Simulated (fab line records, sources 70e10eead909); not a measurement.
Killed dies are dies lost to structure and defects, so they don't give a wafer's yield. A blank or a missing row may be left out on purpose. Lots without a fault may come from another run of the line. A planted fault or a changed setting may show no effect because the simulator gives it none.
fab line records | flow nand_harc
record lots=24 wafers=72 last_day=32
route steps=1302 shown A_STAIRCASE@811 A_SGD_CUT@902 A_SLIT@934
lots that met no fault: from a run of the same line without faults
start_h: hours from the record's first day to the start of the lot's first wafer shown | wait_h: hours since the lot's step before | " the same as in the row above | L1.1+2: a row that stands for several wafers | - no value, or no start given | * or withheld: withheld | < > ~ a bound
route shown NAME@n: a module of which the file shows steps, and the number in the route of the first | usual: mean/standard deviation of fault-free wafers | same: alike in all rows | chamber/n: place in a boat | sites: the reading at each site | _std_site: their standard deviation | _edge_site: outer sites' mean less inner sites' | radius_mm: how far each site lies from the wafer's centre | mask NAME#n: copy n | behind: the tool/chamber that last shaped the wafer | hold: why the lot was held/for how many hours/how that ended | device: the transistor (n, p or np) that didn't switch | end of line: the same wafers' tests at the end of the route | a step without rows: its recipe alone | killed: dies lost to structure and defects at the first sort, not the wafer's yield | map: a wafer's dies, x killed, . not, _ none there
set.NAME: the setting as run; set.NAME@STEP: as run at that earlier step | model.NAME: the simulator's own value behind a step, which no gauge read
steps of the route over a sample of lots; a table a step, a row a wafer
services: from which hour (start_h, from the record's first day; less than 0 if before it) a tool's chamber was out of use, for how many hours, and why
## steps
# step NHARC_A_STAIRCASE_ETCH_452
# recipe target_depth_a=300 overetch_a=30 time_s=16.5 ion_energy_ev=100 cf4_flow_sccm=80 o2_flow_sccm=20 ar_flow_sccm=0 rf_w=300 bias_w=100 chemistry=CF4/O2
# usual drypump_motor_current_A=5.5/0.48 mfc_ar_sccm=0.004/0.0079 oes_ar_750_au=1.000/0.0048 oes_product_au=1.001/0.01 rf_vpp_V=197.7/1.6 showerhead_plenum_p_Torr=1.33/0.062 throttle_valve_pct=13.397/0.0096
# columns lot.wafer tool chamber start_h wait_h drypump_motor_current_A mfc_ar_sccm oes_ar_750_au oes_product_au rf_hours_counter_h rf_vpp_V showerhead_plenum_p_Torr throttle_valve_pct
L074.3 rie_diel-01 1 - - 5.8 0 0.996 1.003 56 196.3 1.24 13.407
L074.2 " 2 " " 5.9 0 1.014 1.009 58 198.8 1.41 13.413
L074.6 " 0 " " 4.9 0 1.000 1.010 - 197.1 1.31 13.411
L075.3 rie_diel-08 3 - - 5.8 0 1.005 1.015 0 196.7 1.29 13.407
L075.6 " 3 " " 5.8 0 1.004 1.008 - 195.9 1.29 13.394
L075.5 " 0 " " 5.0 0 0.999 1.008 - 198.8 1.36 13.402
L076.2 rie_diel-08 2 - - 6.1 0 0.998 0.993 14 196.4 1.27 13.398
L076.4 " 3 " " 5.8 0 1.006 1.004 18 197.0 1.29 13.402
L076.5 " 0 " " 5.0 0 0.994 1.005 - 198.3 1.36 13.387
L078.4 rie_diel-01 0 - - 4.9 0 1.001 1.001 8 196.9 1.31 13.400
L078.1 " 1 " " 5.8 0 0.997 0.993 9 196.9 1.24 13.386
L078.6 " 0 " " 4.9 0 0.996 1.006 - 196.1 1.31 13.408
L079.2 rie_diel-08 3 - - 5.8 0 0.997 1.004 21 197.2 1.28 13.398
L079.3 " 0 " " 5.0 0 1.003 1.001 19 198.6 1.36 13.406
L079.6 " 2 " " 6.1 0 0.995 0.993 - 196.8 1.27 13.394
L080.3 rie_diel-01 2 - - 5.9 0 1.000 0.997 17 198.0 1.40 13.406
L080.1 " 3 " " 5.5 0.027 0.999 1.002 12 197.8 1.38 13.398
L080.5 " 1 " " 5.8 0 0.997 1.005 - 195.8 1.24 13.398
L077.3 rie_diel-08 2 - - 6.1 0 0.992 0.995 22 197.6 1.26 13.404
L077.4 " 1 " " 5.6 0.002 1.005 0.996 18 196.7 1.30 13.379
L077.5 " 3 " " 5.8 0 1.005 1.004 - 196.3 1.28 13.393
L081.1 rie_diel-07 0 - - 4.8 0 0.993 0.978 53 198.3 1.37 13.396
L081.4 " 3 " " 4.7 0 0.992 1.018 - 197.8 1.28 13.404
L081.6 " 0 " " 4.8 0 0.999 0.977 - 199.6 1.37 13.407
L083.1 rie_diel-08 0 - - 5.0 0 0.994 1.004 34 196.5 1.36 13.400
L083.2 " 1 " " 5.6 0.002 0.998 0.997 29 194.7 1.29 13.393
L083.6 " 0 " " 5.0 0 1.001 1.011 - 196.8 1.36 13.385
L082.3 rie_diel-01 1 - - 5.8 0 1.007 0.998 30 197.1 1.24 13.388
L082.2 " 2 " " 5.9 0 0.999 1.001 29 198.0 1.40 13.394
L082.4 " 2 " " 5.9 0 1.003 0.998 - 200.8 1.40 13.388
L084.1 rie_diel-07 2 - - 6.1 0 0.996 0.993 1 199.1 1.38 13.407
L084.4 " 3 " " 4.6 0 1.008 0.996 1 196.1 1.28 13.401
L084.2 " 0 " " 4.8 0 1.000 0.967 1 199.4 1.37 13.400
L085.3 rie_diel-07 2 - - 6.1 0 0.995 1.000 2 197.9 1.38 13.396
L085.1 " 0 " " 4.8 0 0.997 0.990 2 198.8 1.37 13.399
L085.6 " 3 " " 4.7 0 1.002 1.016 - 196.3 1.28 13.395
L086.2 rie_diel-07 1 - - 5.7 0.014 0.995 0.999 7 199.5 1.43 13.398
L086.3 " 2 " " 6.1 0 1.003 0.996 10 199.6 1.37 13.385
L086.6 " 0 " " 4.8 0 1.001 0.974 - 198.2 1.37 13.399
L087.1 rie_diel-01 1 - - 5.8 0 0.997 1.005 39 193.7 1.24 13.395
L087.3 " 2 " " 5.9 0 1.003 0.997 40 199.6 1.40 13.399
L087.2 " 0 " " 4.9 0 0.992 1.003 38 196.9 1.30 13.375
L088.2 rie_diel-07 0 - - 4.8 0 1.001 0.986 9 198.3 1.37 13.392
L088.4 " 1 " " 5.7 0.014 0.999 0.998 10 200.3 1.43 13.406
L088.5 " 0 " " 4.8 0 0.987 0.989 - 199.8 1.37 13.399
L089.4 rie_diel-08 3 - - 5.8 0 1.004 1.009 53 196.0 1.28 13.394
L089.3 " 0 " " 5.0 0 1.001 1.003 51 199.4 1.35 13.397
L089.6 " 1 " " 5.6 0.002 1.006 0.985 - 196.4 1.29 13.411
L090.3 rie_diel-01 2 - - 5.9 0 0.997 1.005 52 197.8 1.40 13.394
L090.4 " 3 " " 5.5 0.027 0.997 1.010 47 197.7 1.37 13.388
L090.6 " 2 " " 5.9 0 1.002 1.003 - 198.1 1.40 13.405
L092.3 rie_diel-01 0 - - 4.9 0 1.002 1.009 50 198.1 1.30 13.392
L092.6 " 0 " " 4.9 0 0.998 1.005 - 196.0 1.30 13.389
L092.5 " 1 " " 5.8 0 1.003 1.015 - 195.6 1.23 13.406
L091.1 rie_diel-01 2 - - 5.9 0 0.997 1.011 64 198.5 1.39 13.405
L091.6 " 0 " " 4.9 0 0.994 1.006 - 197.9 1.30 13.399
L091.5 " 1 " " 5.8 0 0.992 1.016 - 196.6 1.23 13.386
L094.4 rie_diel-07 1 - - 5.7 0.014 0.995 1.001 37 199.8 1.42 13.405
L094.5 " 0 " " 4.8 0 0.999 0.996 - 199.3 1.37 13.386
L094.6 " 1 " " 5.7 0.014 0.993 1.012 - 199.4 1.42 13.395
L093.4 rie_diel-07 1 - - 5.7 0.014 1.000 1.011 39 200.8 1.42 13.417
L093.2 " 2 " " 6.1 0 1.000 0.989 42 198.0 1.37 13.394
L093.3 " 0 " " 4.8 0 1.003 0.985 22 199.6 1.37 13.377
L095.4 rie_diel-01 3 - - 5.5 0.027 0.993 1.004 9 199.5 1.37 13.418
L095.2 " 0 " " 4.9 0 0.996 1.010 10 197.9 1.30 13.392
L095.5 " 3 " " 5.5 0.027 1.004 1.012 - 198.5 1.37 13.392
L096.4 rie_diel-07 1 - - 5.7 0.014 1.000 1.002 41 200.0 1.42 13.412
L096.1 " 2 " " 6.1 0 0.996 0.995 45 197.9 1.37 13.378
L096.2 " 0 " " 4.8 0 1.007 0.982 24 197.9 1.37 13.404
L097.2 rie_diel-01 1 - - 5.8 0 0.993 0.997 17 198.6 1.44 13.396
L097.1 " 2 " " 5.8 0 1.002 1.011 16 197.8 1.39 13.407
L097.3 " 0 " " 4.9 0 1.005 1.018 14 197.5 1.30 13.401
# step NHARC_A_STAIRCASE_ALD_420
# recipe target_thk_a=200 pulse_time_s=6 ald_cycles=200 temp_c=300 material=SiO2
# usual heater_power_w=456/38 precursor_pulse_height_rel=0.999/0.02
# columns lot.wafer tool chamber start_h wait_h heater_power_w precursor_pulse_height_rel since_wet_clean_h
L074.3 ald_hk-02 2 368.89 - 465 1.025 33
L074.2 " 0 " " 458 0.970 33
L074.6 " 1 " " 486 1.035 -
L075.3 ald_hk-04 0 373.66 - 422 0.976 130
L075.6 " 0 " " 435 0.982 -
L075.5 " 1 " " 430 0.987 -
L076.2 ald_hk-04 2 403.63 - 410 0.966 160
L076.4 " 3 " " 449 0.969 160
L076.5 " 3 " " 449 0.998 -
L078.1 ald_hk-01 1 405.46 - 422 0.987 120
L078.4 " 0 " " 491 0.985 121
L078.6 " 2 " " 520 1.004 -
L079.2 ald_hk-04 0 422.92 - 424 1.004 0
L079.3 " 1 " " 408 0.997 1
L079.6 " 3 " " 427 1.004 -
L080.3 ald_hk-04 0 431.46 - 421 0.995 9
L080.1 " 1 " " 423 0.955 9
L080.5 " 0 " " 417 1.022 -
L077.3 ald_hk-01 3 431.47 - 454 1.001 146
L077.4 " 2 " " 515 1.003 147
L077.5 " 0 " " 494 1.027 -
L081.4 ald_hk-04 3 457.95 - 435 1.000 35
L081.1 " 1 " " 417 1.017 36
L081.6 " 3 " " 423 0.991 -
L083.2 ald_hk-02 3 463.91 - 563 1.017 128
L083.1 " 0 " " 456 0.994 128
L083.6 " 3 " " 548 1.014 -
L082.3 ald_hk-01 0 463.92 - 464 1.021 1
L082.2 " 1 " " 426 0.987 1
L082.4 " 3 " " 444 0.981 1
L085.3 ald_hk-01 2 478.55 - 520 1.007 15
L085.1 " 3 " " 445 0.987 15
L085.6 " 0 " " 477 1.043 -
L084.1 ald_hk-04 3 479.14 - 425 0.997 57
L084.2 " 0 " " 428 1.005 57
L084.4 " 2 " " 415 0.990 57
L087.3 ald_hk-02 2 495.32 - 457 0.977 159
L087.1 " 3 " " 548 1.030 159
L087.2 " 0 " " 457 1.031 160
L086.2 ald_hk-01 3 495.33 - 448 0.998 32
L086.3 " 0 " " 469 0.989 32
L086.6 " 3 " " 447 1.011 -
L088.4 ald_hk-01 3 507.61 - 439 1.000 44
L088.2 " 1 " " 417 1.014 45
L088.5 " 3 " " 445 1.021 -
L089.3 ald_hk-01 1 508.70 - 413 1.036 45
L089.4 " 2 " " 516 0.992 45
L089.6 " 1 " " 430 1.022 -
L090.4 ald_hk-02 3 517.74 - 518 1.020 3
L090.3 " 2 " " 468 1.020 3
L090.6 " 3 " " 507 0.980 -
L092.3 ald_hk-02 1 542.85 - 448 0.981 28
L092.6 " 0 " " 462 0.970 -
L092.5 " 1 " " 446 0.944 -
L091.1 ald_hk-04 0 550.17 - 415 1.052 128
L091.5 " 1 " " 421 0.972 -
L091.6 " 2 " " 401 0.995 -
L094.4 ald_hk-02 3 574.99 - 519 0.993 60
L094.5 " 2 " " 480 1.002 -
L094.6 " 3 " " 518 1.006 -
L093.3 ald_hk-02 1 578.24 - 448 1.023 63
L093.4 " 3 " " 507 0.974 64
L093.2 " 0 " " 466 1.004 64
L095.2 ald_hk-04 0 590.97 - 434 1.001 169
L095.4 " 1 " " 418 1.042 169
L095.5 " 3 " " 424 0.991 -
L096.4 ald_hk-02 3 590.98 - 528 1.008 76
L096.1 " 0 " " 461 0.980 76
L096.2 " 1 " " 445 0.969 77
L097.2 ald_hk-02 1 597.74 - 437 1.002 83
L097.1 " 2 " " 480 1.030 83
L097.3 " 0 " " 472 1.039 84
# step NHARC_A_STAIRCASE_ETCH_444
# recipe target_depth_a=2.04e+05 time_s=6800 c4f8_flow_sccm=20 o2_flow_sccm=10 ar_flow_sccm=withheld rf_w=600 bias_w=1000 chemistry=C4F8/O2
# usual oes_product_au=0.933/0.017 rf_vpp_V=807/5.3
# columns lot.wafer tool chamber start_h wait_h oes_product_au rf_hours_counter_h rf_vpp_V
L074.3 rie_diel-01 1 404.28 0.1 0.978 14 800
L074.2 " 2 " " 0.976 13 813
L074.6 " 1 406.16 1.9 0.985 - 800
L075.3 rie_diel-07 3 412.32 1.0 0.942 46 804
L075.5 " 1 " " 0.938 - 814
L075.6 " 2 " " 0.933 - 811
L076.4 rie_diel-01 3 434.55 0.1 0.924 18 812
L076.2 " 2 435.98 1.5 0.926 24 813
L076.5 " 3 " " 0.923 - 812
L078.1 rie_diel-07 2 435.17 0.5 0.930 44 811
L078.4 " 0 " " 0.913 50 811
L078.6 " 1 " " 0.931 - 816
L079.3 rie_diel-01 3 458.93 0.1 0.929 31 810
L079.2 " 2 460.36 1.5 0.924 34 812
L079.6 " 3 " " 0.928 - 810
L080.3 rie_diel-08 2 464.63 0.2 0.909 40 800
L080.1 " 3 " " 0.920 43 803
L080.5 " 3 467.04 2.6 0.931 - 801
L077.4 rie_diel-07 2 464.67 0.1 0.964 4 811
L077.3 " 0 " " 0.940 3 810
L077.5 " 3 467.01 2.4 0.975 - 803
L081.1 rie_diel-01 1 491.86 0.1 0.931 43 798
L081.4 " 3 " " 0.931 42 810
L081.6 " 2 494.23 2.4 0.933 - 812
L082.2 rie_diel-07 3 499.13 0.1 0.969 16 801
L082.3 " 0 " " 0.944 13 811
L082.4 " 1 " " 0.944 13 814
L083.1 rie_diel-01 2 499.40 0.5 0.923 48 812
L083.2 " 0 " " 0.919 43 804
L083.6 " 1 " " 0.917 - 798
L085.1 rie_diel-01 1 509.81 0.1 0.942 53 799
L085.3 " 2 " " 0.925 54 813
L085.6 " 2 512.20 2.4 0.923 - 812
L084.2 rie_diel-07 1 509.96 0.1 0.929 16 816
L084.1 " 2 " " 0.907 19 808
L084.4 " 2 512.48 2.6 0.912 - 810
L087.2 rie_diel-01 2 528.46 0.1 0.925 60 812
L087.3 " 3 " " 0.942 53 811
L087.1 " 0 " " 0.919 52 803
L086.2 rie_diel-07 2 529.31 0.2 0.912 29 808
L086.3 " 3 " " 0.924 30 801
L086.6 " 3 531.84 2.6 0.919 - 801
L089.3 rie_diel-07 1 539.11 0.2 0.922 30 814
L089.6 " 1 540.99 2.1 0.925 - 814
L089.4 " 2 " " 0.914 - 809
L088.2 rie_diel-08 1 540.53 1.4 0.930 5 803
L088.5 " 3 541.81 2.6 0.941 - 802
L088.4 " 1 " " 0.933 - 803
L090.3 rie_diel-08 1 550.53 1.0 0.982 11 803
L090.4 " 2 " " 0.961 10 801
L090.6 " 0 " " 0.979 - 809
L092.3 rie_diel-07 0 580.18 1.0 0.911 26 811
L092.5 " 2 " " 0.909 - 812
L092.6 " 3 " " 0.918 - 801
L091.1 rie_diel-01 3 580.34 1.0 0.931 12 809
L091.6 " 1 " " 0.940 - 817
L091.5 " 2 " " 0.936 - 811
L093.4 rie_diel-01 3 614.43 0.1 0.917 22 810
L093.3 " 0 " " 0.924 23 804
L093.2 " 1 " " 0.937 26 815
L094.4 rie_diel-07 0 615.53 1.0 0.926 33 808
L094.6 " 2 " " 0.929 - 809
L094.5 " 3 " " 0.931 - 801
L096.2 rie_diel-08 2 622.73 0.1 0.921 32 802
L096.4 " 3 " " 0.927 33 802
L096.1 " 1 " " 0.932 33 802
L095.4 rie_diel-07 2 623.37 0.6 0.919 62 811
L095.2 " 0 " " 0.911 36 810
L095.5 " 1 " " 0.931 - 813
L097.2 rie_diel-08 2 632.25 0.1 0.923 38 799
L097.3 " 3 " " 0.928 39 801
L097.1 " 0 " " 0.937 30 807
# step NHARC_A_SGD_CUT_OVL_MEAS_10
# usual overlay_x_nm=-0.1/0.9 overlay_y_nm=0.2/0.73
# columns lot.wafer tool chamber start_h wait_h overlay_x_nm overlay_y_nm
L074.2 overlay-02 - 412.03 - 1.0 -0.2
L074.3 " - " " 0.5 -0.7
L074.6 " - " " 0.4 -0.4
L075.3 overlay-01 - 419.69 - -1.2 0.5
L075.5 " - " " -1.8 1.0
L075.6 " - " " -1.4 0.5
L076.2 overlay-01 - 442.45 - 1.2 0.2
L076.4 " - " " 0.3 -0.1
L076.5 " - " " 0.2 0.5
L078.1 overlay-01 - 442.69 - -0.3 -0.8
L078.4 " - " " -0.9 -1.3
L078.6 " - " " -0.8 -0.9
L079.2 overlay-01 - 466.95 - -0.2 0.6
L079.3 " - " " -0.8 0.2
L079.6 " - " " -0.9 -0.2
L077.3 overlay-02 - 472.37 - -0.2 0.5
L077.4 " - " " 0.0 0.6
L077.5 " - " " 0.2 -0.2
L080.1 overlay-01 - 472.72 - 1.1 0.4
L080.3 " - " " 1.0 0.8
L080.5 " - " " 1.0 0.5
L081.1 overlay-02 - 499.71 - 0.5 2.1
L081.4 " - " " 1.0 1.2
L081.6 " - " " 0.6 2.0
L083.1 overlay-02 - 507.12 - 0.3 -0.4
L083.2 " - " " -0.1 0.1
L083.6 " - " " -0.6 0.2
L082.2 overlay-02 - 507.58 - 0.8 0.7
L082.3 " - " " 1.1 0.5
L082.4 " - " " 0.6 0.4
L085.1 overlay-01 - 517.58 - 0.5 -0.9
L085.3 " - " " 0.3 0.3
L085.6 " - " " 0.7 -0.2
L084.1 overlay-02 - 518.84 - -0.2 0.1
L084.2 " - " " -0.7 -0.5
L084.4 " - " " 0.6 -0.5
L087.1 overlay-01 - 536.40 - 1.0 -0.1
L087.2 " - " " 0.8 -1.0
L087.3 " - " " 0.8 -0.7
L086.2 overlay-02 - 538.18 - -1.1 0.2
L086.3 " - " " -1.3 0.9
L086.6 " - " " -1.2 0.6
L089.3 overlay-02 - 548.61 - -1.9 0.6
L089.4 " - " " -2.0 0.8
L089.6 " - " " -2.2 0.5
L088.2 overlay-01 - 549.21 - -1.0 0.9
L088.4 " - " " -0.3 0.8
L088.5 " - " " -1.0 0.8
L090.3 overlay-01 - 557.46 - -0.7 -0.3
L090.4 " - " " -0.5 0.0
L090.6 " - " " 0.1 0.0
L092.3 overlay-01 - 587.31 - -0.3 0.1
L092.5 " - " " -0.5 0.6
L092.6 " - " " -0.5 0.7
L091.1 overlay-02 - 587.91 - -1.1 0.5
L091.5 " - " " -0.7 0.8
L091.6 " - " " -0.9 0.9
L093.2 overlay-01 - 622.21 - -0.2 0.3
L093.3 " - " " -1.1 0.3
L093.4 " - " " -0.2 0.3
L094.4 overlay-02 - 622.52 - 0.0 0.3
L094.5 " - " " -0.2 0.3
L094.6 " - " " -0.4 0.1
L096.1 overlay-01 - 630.58 - 1.5 -1.7
L096.2 " - " " 1.5 -1.9
L096.4 " - " " 2.1 -1.4
L095.2 overlay-02 - 630.80 - -0.3 0.1
L095.4 " - " " -0.6 0.5
L095.5 " - " " -0.1 -0.6
L097.1 overlay-02 - 640.09 - -0.6 0.1
L097.2 " - " " 0.1 -0.3
L097.3 " - " " -0.3 0.6
# step NHARC_A_SLIT_OVL_MEAS_10
# usual overlay_x_nm=-0.2/0.94 overlay_y_nm=-0.1/1
# columns lot.wafer tool chamber start_h wait_h overlay_x_nm overlay_y_nm
L074.2 overlay-02 - 426.85 - -1.0 1.8
L074.3 " - " " -0.6 2.0
L074.6 " - " " -0.6 1.7
L075.3 overlay-01 - 432.78 - 0.7 -0.7
L075.5 " - " " 1.0 -0.9
L075.6 " - " " 0.9 -0.3
L078.1 overlay-01 - 455.81 - 1.5 -0.7
L078.4 " - " " 0.8 -0.4
L078.6 " - " " 1.3 -0.9
L076.2 overlay-02 - 456.80 - -0.8 0.5
L076.4 " - " " -0.8 0.6
L076.5 " - " " -0.5 0.7
L079.2 overlay-01 - 481.67 - -0.9 -0.5
L079.3 " - " " -1.2 -0.5
L079.6 " - " " -0.7 -0.6
L077.3 overlay-02 - 481.85 - -1.7 0.4
L077.4 " - " " -1.8 0.5
L077.5 " - " " -1.6 0.4
L080.1 overlay-02 - 485.46 - 0.4 1.8
L080.3 " - " " 0.6 2.4
L080.5 " - " " 0.3 1.8
L081.1 overlay-02 - 511.56 - 0.5 -0.8
L081.4 " - " " 0.5 -1.2
L081.6 " - " " 0.5 -0.5
L082.2 overlay-02 - 518.68 - 0.4 1.1
L082.3 " - " " 0.6 2.0
L082.4 " - " " 0.9 1.7
L083.1 overlay-01 - 522.31 - -0.9 1.4
L083.2 " - " " -0.7 0.7
L083.6 " - " " -0.1 0.5
L084.1 overlay-01 - 529.18 - -0.9 -0.9
L084.2 " - " " -0.4 -0.8
L084.4 " - " " -0.3 -1.1
L085.1 overlay-02 - 529.40 - 0.4 -0.4
L085.3 " - " " 0.9 -1.2
L085.6 " - " " 0.0 -1.0
L087.1 overlay-02 - 551.84 - -1.3 -0.6
L087.2 " - " " -1.2 -0.1
L087.3 " - " " -2.0 -0.9
L086.2 overlay-01 - 552.00 - -0.3 -1.0
L086.3 " - " " -0.3 -1.1
L086.6 " - " " -0.1 -0.8
L089.3 overlay-02 - 560.53 - -0.1 0.2
L089.4 " - " " -0.5 0.1
L089.6 " - " " -0.5 0.0
L088.2 overlay-02 - 560.70 - 0.8 1.1
L088.4 " - " " 1.1 1.0
L088.5 " - " " 1.2 1.2
L090.3 overlay-02 - 572.28 - 0.5 1.1
L090.4 " - " " 1.0 1.2
L090.6 " - " " 0.8 0.7
L092.3 overlay-01 - 604.40 - -0.4 -1.0
L092.5 " - " " -0.7 -1.0
L092.6 " - " " -1.3 -0.9
L091.1 overlay-01 - 604.75 - 0.9 -1.4
L091.5 " - " " 1.2 -0.9
L091.6 " - " " 1.4 -0.6
L093.2 overlay-02 - 633.59 - -0.9 -0.9
L093.3 " - " " -1.1 -0.5
L093.4 " - " " -1.1 -0.3
L094.4 overlay-02 - 634.08 - -0.5 -1.1
L094.5 " - " " -0.6 -1.1
L094.6 " - " " -1.0 -0.7
L096.1 overlay-02 - 643.52 - 1.5 -0.3
L096.2 " - " " 1.7 -0.9
L096.4 " - " " 1.6 -0.7
L095.2 overlay-01 - 645.54 - -1.7 -0.9
L095.4 " - " " -1.4 -1.2
L095.5 " - " " -1.5 -0.8
L097.1 overlay-02 - 651.70 - -1.0 -0.1
L097.2 " - " " -0.9 0.1
L097.3 " - " " -1.3 0.2
# step NHARC_A_SLIT_ETCH_15
# recipe target_depth_a=62000 over_etch_frac=0.3 time_s=1612 ion_energy_ev=150 o2_flow_sccm=400 cos_flow_sccm=20 ar_flow_sccm=0 rf_w=500 bias_w=300 chemistry=O2/COS
# usual drypump_motor_current_A=5.6/0.46 mfc_ar_sccm=0.006/0.0086 oes_product_au=0.996/0.011 rf_vpp_V=314.8/1.4 showerhead_plenum_p_Torr=3.17/0.093 throttle_valve_pct=28.329/0.0086
# columns lot.wafer tool chamber start_h wait_h drypump_motor_current_A mfc_ar_sccm oes_product_au rf_hours_counter_h rf_vpp_V showerhead_plenum_p_Torr throttle_valve_pct
L074.2 rie_diel-10 0 - - 6.6 0 0.989 1.5 314.3 3.07 28.333
L074.3 " 1 " " 6.4 0.011 1.007 1.5 314.9 3.24 28.334
L074.6 " 1 " " 6.5 0.011 1.006 - 316.4 3.24 28.323
L075.3 rie_diel-03 2 - - 5.2 0.001 0.988 6.7 315.0 3.16 28.334
L075.5 " 3 " " 5.5 0 0.998 - 313.8 3.08 28.334
L075.6 " 0 " " 5.3 0.013 0.987 - 316.2 3.24 28.329
L078.1 rie_diel-10 3 - - 6.2 0 0.975 4.3 314.0 3.14 28.321
L078.4 " 0 " " 6.6 0 0.999 4.1 313.6 3.07 28.330
L078.6 " 3 " " 6.2 0 0.982 - 314.2 3.14 28.324
L076.2 rie_diel-05 3 - - 5.7 0 0.982 3.7 315.6 3.18 28.332
L076.5 " 3 " " 5.7 0 0.984 - 313.5 3.18 28.323
L076.4 " 1 " " 5.8 0.025 0.993 - 314.9 3.22 28.328
L077.4 rie_diel-03 1 - - 5.2 0 0.994 1.0 318.5 3.30 28.337
L077.3 " 3 " " 5.5 0 1.005 0.9 314.3 3.08 28.315
L077.5 " 1 " " 5.2 0 0.987 - 317.1 3.30 28.340
L079.2 rie_diel-05 1 - - 5.8 0.025 1.016 5.7 315.9 3.22 28.330
L079.3 " 2 " " 5.8 0 1.023 5.8 315.9 3.23 28.331
L079.6 " 3 " " 5.8 0 0.994 - 313.7 3.18 28.334
L080.3 rie_diel-03 1 - - 5.2 0 0.986 1.9 314.5 3.30 28.329
L080.1 " 0 " " 5.4 0.013 0.977 1.5 315.4 3.24 28.324
L080.5 " 2 " " 5.2 0.001 0.990 - 313.0 3.16 28.333
L081.1 rie_diel-10 3 - - 6.2 0 0.986 7.5 314.3 3.14 28.335
L081.4 " 0 " " 6.6 0 0.998 5.8 313.1 3.07 28.331
L081.6 " 0 " " 6.6 0 1.008 - 312.4 3.07 28.314
L082.4 rie_diel-03 3 - - 5.5 0 1.002 2.3 313.6 3.08 28.339
L082.3 " 0 " " 5.3 0.013 0.979 2.4 315.3 3.24 28.334
L082.2 " 1 " " 5.2 0 0.980 3.3 316.4 3.30 28.344
L083.1 rie_diel-03 3 - - 5.5 0 0.996 3.2 314.9 3.08 28.337
L083.2 " 0 " " 5.4 0.013 0.984 3.3 315.8 3.24 28.330
L083.6 " 2 " " 5.2 0.001 0.994 - 315.9 3.16 28.326
L084.4 rie_diel-10 2 - - 5.3 0.025 1.017 8.8 311.9 2.98 28.339
L084.2 " 3 " " 6.2 0 0.992 9.4 313.8 3.14 28.330
L084.1 " 0 " " 6.6 0 0.998 7.6 313.4 3.07 28.331
L085.3 rie_diel-03 0 - - 5.3 0.013 0.989 4.4 316.7 3.24 28.344
L085.1 " 1 " " 5.2 0 0.981 3.8 315.7 3.30 28.336
L085.6 " 0 " " 5.4 0.013 0.990 - 317.1 3.24 28.322
L087.3 rie_diel-05 0 - - 6.1 0.018 1.001 3.7 313.3 3.03 28.329
L087.2 " 1 " " 5.8 0.025 1.005 7.6 313.7 3.22 28.333
L087.1 " 3 " " 5.7 0 0.988 8.0 314.2 3.18 28.330
L086.2 rie_diel-03 3 - - 5.5 0 1.010 6.8 313.8 3.08 28.336
L086.3 " 2 " " 5.2 0.001 0.990 6.9 314.2 3.16 28.328
L086.6 " 2 " " 5.2 0.001 0.988 - 313.6 3.16 28.330
L089.3 rie_diel-03 2 - - 5.2 0.001 0.993 8.9 315.6 3.16 28.320
L089.4 " 3 " " 5.5 0 0.996 8.8 313.9 3.08 28.336
L089.6 " 0 " " 5.3 0.013 0.979 - 315.5 3.24 28.318
L088.4 rie_diel-03 0 - - 5.3 0.013 0.980 7.8 316.5 3.24 28.319
L088.2 " 1 " " 5.2 0 0.990 9.4 318.0 3.30 28.329
L088.5 " 0 " " 5.3 0.013 0.986 - 318.0 3.24 28.322
L090.3 rie_diel-03 3 - - 5.5 0 1.008 10.3 315.3 3.07 28.314
L090.4 " 0 " " 5.3 0.013 0.982 8.8 316.5 3.24 28.334
L090.6 " 2 " " 5.2 0.001 0.993 - 314.3 3.16 28.339
L092.3 rie_diel-10 0 - - 6.6 0 1.006 0.7 313.4 3.07 28.335
L092.6 " 3 " " 6.2 0 0.991 - 313.1 3.14 28.348
L092.5 " 1 " " 6.4 0.011 1.007 - 315.1 3.23 28.329
L091.1 rie_diel-05 3 - - 5.7 0 1.004 1.8 314.0 3.17 28.342
L091.5 " 3 " " 5.7 0 0.982 - 314.8 3.17 28.319
L091.6 " 0 " " 6.2 0.018 0.985 - 312.5 3.03 28.343
L093.2 rie_diel-05 2 - - 5.8 0 1.000 3.0 315.2 3.23 28.308
L093.3 " 0 " " 6.2 0.018 0.986 3.7 313.6 3.03 28.333
L093.4 " 1 " " 5.8 0.025 1.004 3.2 315.6 3.21 28.330
L094.4 rie_diel-03 0 - - 5.3 0.013 0.983 1.2 315.5 3.24 28.328
L094.6 " 3 " " 5.5 0 1.006 - 313.1 3.07 28.332
L094.5 " 0 " " 5.3 0.013 0.987 - 314.6 3.24 28.342
L096.4 rie_diel-03 0 - - 5.3 0.013 0.992 2.3 315.3 3.24 28.334
L096.2 " 1 " " 5.2 0 1.019 2.1 317.4 3.30 28.323
L096.1 " 2 " " 5.2 0.001 0.991 2.0 315.4 3.16 28.328
L095.2 rie_diel-03 2 - - 5.2 0.001 0.985 2.5 314.5 3.16 28.333
L095.4 " 0 " " 5.3 0.013 0.989 3.2 313.8 3.24 28.326
L095.5 " 2 " " 5.2 0.001 0.988 - 315.0 3.16 28.322
L097.3 rie_diel-10 2 - - 5.3 0.025 1.000 3.8 313.2 2.97 28.329
L097.1 " 0 " " 6.6 0 1.011 5.3 313.3 3.07 28.337
L097.2 " 1 " " 6.4 0.011 1.007 4.5 316.6 3.23 28.330
## services
# columns tool chamber start_h hours kind
rie_diel-08 - 344.08 9.0 pm
rie_diel-01 - 357.45 9.0 pm
rie_diel-03 - 377.16 0.4 repair
rie_diel-07 2 388.69 8.6 repair
rie_diel-08 1 388.98 4.8 repair
rie_diel-03 - 434.30 9.0 pm
rie_diel-07 2 441.62 3.3 repair
rie_diel-01 0 445.29 6.0 repair
rie_diel-07 - 447.46 9.0 pm
rie_diel-07 0 505.31 35.7 repair
rie_diel-03 3 512.88 5.9 repair
rie_diel-08 - 521.13 9.0 pm
rie_diel-03 1 522.15 7.5 repair
rie_diel-08 0 531.37 11.6 repair
rie_diel-01 - 534.69 9.0 pm
rie_diel-08 2 535.16 2.0 repair
rie_diel-03 0 549.00 8.6 repair
rie_diel-03 - 562.34 0.5 repair
rie_diel-07 2 584.69 5.3 repair
rie_diel-03 - 587.09 13.5 repair
rie_diel-07 0 597.19 8.2 repair
rie_diel-07 - 604.30 0.7 repair
rie_diel-03 - 611.30 9.0 pm
rie_diel-07 - 625.76 9.0 pm
## key
fault none
